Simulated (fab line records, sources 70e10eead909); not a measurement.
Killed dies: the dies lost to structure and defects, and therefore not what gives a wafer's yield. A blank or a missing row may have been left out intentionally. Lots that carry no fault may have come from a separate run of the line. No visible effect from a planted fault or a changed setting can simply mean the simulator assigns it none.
Which tool was responsible?	flow nand-harc	12 lots with 36 wafers sampled at 3 steps, on a route of 1159 steps

== WHAT THE GAUGES SHOWED, per wafer ==
NHARC_A_CONTACT_CD_MEAS_69: target cd 200 nm.
lot	measured	on	cd-nm (nm)
L075	day 17 00:32	cd-sem-02	198.4 199.4 198.7
L076	day 17 05:42	cd-sem-03	200.1 199.3 199.5
L080	day 18 15:31	cd-sem-02	199.3 198.3 198.8
L082	day 18 22:46	cd-sem-02	200.1 199.2 199.7
L079	day 19 03:19	cd-sem-01	199.5 200.0 199.2
L087	day 19 11:57	cd-sem-02	199.3 198.5 199.5
L085	day 20 12:37	cd-sem-02	199.7 200.2 200.1
L088	day 20 20:02	cd-sem-03	199.3 198.8 199.5
L089	day 21 03:31	cd-sem-02	199.2 199.4 199.2
L093	day 21 18:41	cd-sem-01	198.9 198.7 198.7
L095	day 22 08:41	cd-sem-01	199.2 199.5 199.6
L097	day 22 12:50	cd-sem-02	199.5 199.3 198.9

== EACH LOT AND THE TOOL THAT RAN IT (in order: tool; ch and the chambers of the sampled wafers; start) ==
lot	NHARC_A_CONTACT_ETCH_112	NHARC_A_CONTACT_ETCH_96
L075	har-cap-etch-02 ch 0,1, day 16 17:26	rie-diel-11 ch 2,3, day 17 00:32 or earlier
L076	har-cap-etch-03 ch 0,1, day 17 00:08	rie-diel-11 ch 0,1,2, day 17 01:53
L080	har-cap-etch-01 ch 0,1, day 18 09:20	rie-diel-11 ch 0,1,3, day 18 15:31 or earlier
L082	har-cap-etch-03 ch 0,1, day 18 15:07	rie-diel-10 ch 0,1,2, day 18 22:46 or earlier
L079	har-cap-etch-01 ch 0,1, day 18 19:50	rie-diel-11 ch 1,2, day 19 03:19 or earlier
L087	har-cap-etch-02 ch 0,1, day 19 06:05	rie-diel-11 ch 1,3, day 19 11:57 or earlier
L085	har-cap-etch-01 ch 0,1, day 20 06:07	rie-diel-11 ch 0,1,3, day 20 12:37 or earlier
L088	har-cap-etch-02 ch 0,1, day 20 13:05	rie-diel-11 ch 1,2,3, day 20 20:02 or earlier
L089	har-cap-etch-01 ch 0,1, day 20 19:11	rie-diel-10 ch 2,3, day 21 03:31 or earlier
L093	har-cap-etch-02 ch 0,1, day 21 12:26	rie-diel-11 ch 1,2,3, day 21 18:41 or earlier
L095	har-cap-etch-02 ch 0,1, day 22 01:18	rie-diel-09 ch 0,1,3, day 22 08:41 or earlier
L097	har-cap-etch-02 ch 0,1, day 22 07:04	rie-diel-11 ch 0,1,2, day 22 12:50 or earlier
- NHARC_A_CONTACT_ETCH_112: etches the open film in C4F8/O2/Ar, time 94 s, target depth 922 nm.
- NHARC_A_CONTACT_ETCH_96: etches the open film in C4F6/O2, target depth 20 nm, time 10 s.

== THE ANSWER, worked out from the rows above alone ==
Rule: what is usual is taken from the lots themselves. Put in order of their means at a reading, lots are off if they are a third of the lots or fewer, leave a main group of 4 or more, and stand apart from it by a gap of 3 or more times the standard deviation of the main group's means; of several such gaps the widest counts. A main group whose means are all the same, to the digits that the tables above print for the reading, isn't used. A lot without any number at a reading at which 4 lots or more have one is off too. Any other lot the step has rows for is counted as sound.
Nothing can be told from this: no lot is off at any reading shown.

== WHAT WAS PUT IN BY THE SIMULATOR ==
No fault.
